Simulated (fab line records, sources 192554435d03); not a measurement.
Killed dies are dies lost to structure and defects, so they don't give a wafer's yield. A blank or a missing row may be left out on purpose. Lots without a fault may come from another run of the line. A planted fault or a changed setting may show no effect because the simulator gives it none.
Split-lot experiment | flow n5_finfet | 7 lots, 21 wafers read, on a route of 1938 steps

THE SPLIT
At N5_BEOL_M3_EXPOSE_25 (exposes mask V2, defocus 5 nm), the setting dose_mj was moved away from the recipe's 63 on 5 of the 21 wafers read, by -6.9% to +4.1%. The other wafers ran this setting at the recipe's value.

FROM THE SPLIT TO THE READING: what the file shows between them, 2 steps
- N5_BEOL_M3_PEB_26: peb time 60 s
- N5_BEOL_M3_DEVELOP_27: develop time 30 s

THE READING
cd_nm, in nm, at N5_BEOL_M3_CD_MEAS_28 (target cd 25.7 nm, target cd y 23.3 nm). Fault-free wafers of this fab line usually give 25.60 nm, standard deviation 0.24 nm.

wafer  | tool, chamber at the split | dose_mj as run | against the recipe | cd_nm, nm | against lot-mates on the recipe
L077.2 | euv_scanner-02, 0          | 63             | recipe             | 25.99     | -
L077.4 | euv_scanner-02, 0          | 63             | recipe             | 25.43     | -
L077.6 | euv_scanner-02, 0          | 63             | recipe             | 25.62     | -
L081.1 | euv_scanner-02, 0          | 63             | recipe             | 25.80     | -
L081.2 | euv_scanner-02, 0          | 63             | recipe             | 25.70     | -
L081.3 | euv_scanner-02, 0          | 63             | recipe             | 25.55     | -
L087.1 | euv_scanner-02, 0          | 63             | recipe             | 25.94     | -
L087.3 | euv_scanner-02, 0          | 58.65          | -6.9%              | 24.51     | -1.39
L087.6 | euv_scanner-02, 0          | 63             | recipe             | 25.86     | -
L088.3 | euv_scanner-01, 0          | 63             | recipe             | 25.39     | -
L088.4 | euv_scanner-01, 0          | 63             | recipe             | 25.67     | -
L088.5 | euv_scanner-01, 0          | 63             | recipe             | 25.44     | -
L089.2 | euv_scanner-02, 0          | 63             | recipe             | 25.51     | -
L089.3 | euv_scanner-02, 0          | 63             | recipe             | 25.61     | -
L089.4 | euv_scanner-02, 0          | 65.56          | +4.1%              | 26.16     | +0.60
L094.2 | euv_scanner-01, 0          | 64.8           | +2.9%              | 26.02     | +0.35
L094.5 | euv_scanner-01, 0          | 63             | recipe             | 25.67     | -
L094.6 | euv_scanner-01, 0          | 64.8           | +2.9%              | 25.98     | +0.31
L097.1 | euv_scanner-02, 0          | 63             | recipe             | 25.62     | -
L097.2 | euv_scanner-02, 0          | 63             | recipe             | 25.93     | -
L097.3 | euv_scanner-02, 0          | 60.6           | -3.8%              | 24.95     | -0.82

THE FIT
A straight line over all 21 wafers: cd_nm changes by +0.154 nm for each +1% of dose_mj; r = +0.89; the points scatter about the line by 0.18 nm.
The same after taking each lot's own level away (the mean of its wafers on the recipe; 21 wafers): +0.179 nm for each +1%; r = +0.94; scatter 0.14 nm.
On that fit, the largest move of dose_mj shifts the reading by 1.2 nm.
The lots' own levels span 25.500 to 25.900 nm, that is 1.7 times the standard deviation above.
So the lot-to-lot level changes the slope: the two fits differ.
Check: with one of the wafers moved furthest among these (-6.9%) left out of the fit, the line predicts -1.14 nm for it against its lot-mates. It came out at -1.39 nm against them.

OTHER SPLITS ON THESE WAFERS
These wafers also went through other splits before the reading. Each is held against what the fit with the lots' levels taken away leaves over:
other split on the same wafers | wafers away from the commonest value | r with cd_nm (lot level and that fit taken away)
N5_BEOL_M1_COAT_05 spin_rpm    | 8                                    | -0.09
N5_BEOL_M3_COAT_67 spin_rpm    | 9                                    | +0.05

THE FILE'S OWN FIT
cd_nm changes by +0.186 nm for each +1% of dose_mj, r = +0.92.
